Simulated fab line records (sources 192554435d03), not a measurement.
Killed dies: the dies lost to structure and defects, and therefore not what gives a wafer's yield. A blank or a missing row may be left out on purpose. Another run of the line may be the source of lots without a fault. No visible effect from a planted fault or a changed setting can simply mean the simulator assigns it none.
Chamber matching    flow n5-finfet    N5_DUMMY_GATE_ETCH_36 on rie-diel-04: 4 sister chambers
The step etches SiARC in CF4, target depth 13 nm. 4 wafers are shown with their chamber, then 11 later ones without.

## WAFERS PAIRED WITH THEIR CHAMBERS
wafer   chamber  drypump-motor-current-A (A)
L083.1  1        6.3
L087.5  2        6.2
L088.2  0        5.7
L090.3  3        5.9

## WAFERS WITHOUT THEIR CHAMBER
wafer   drypump-motor-current-A (A)
L090.4  6.3
L090.5  6.3
L092.1  6.3
L092.2  5.7
L092.3  6.2
L094.1  6.3
L094.5  5.6
L094.6  5.9
L096.1  5.6
L096.2  6.2
L096.4  5.6

## CHAMBER TAKEN BY EACH
wafer   from the rows above      in truth
L090.4  can't be placed: 1 or 2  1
L090.5  can't be placed: 1 or 2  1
L092.1  can't be placed: 1 or 2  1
L092.2  0                        0
L092.3  can't be placed: 2 or 1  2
L094.1  can't be placed: 1 or 2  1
L094.5  0                        0
L094.6  3                        3
L096.1  0                        0
L096.2  can't be placed: 2 or 1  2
L096.4  0                        0
Correct placement for 5 of the 11. Not placeable from these rows: 6 (in 6, the candidates include the true chamber). Wrongly placed: 0.
How it was worked out, from the rows above alone: a wafer's distance from a chamber is the root of the sum, over the readings, of the square of ((its reading less the chamber's mean) divided by the reading's scatter). The wafer belongs to the nearest chamber; if the next one is less than 2 further off, it can't be placed. A chamber's mean is the mean of its shown wafers. The scatter: with one shown wafer a chamber, the root of the mean of the squares of how far each hidden wafer lies from its nearest shown one.
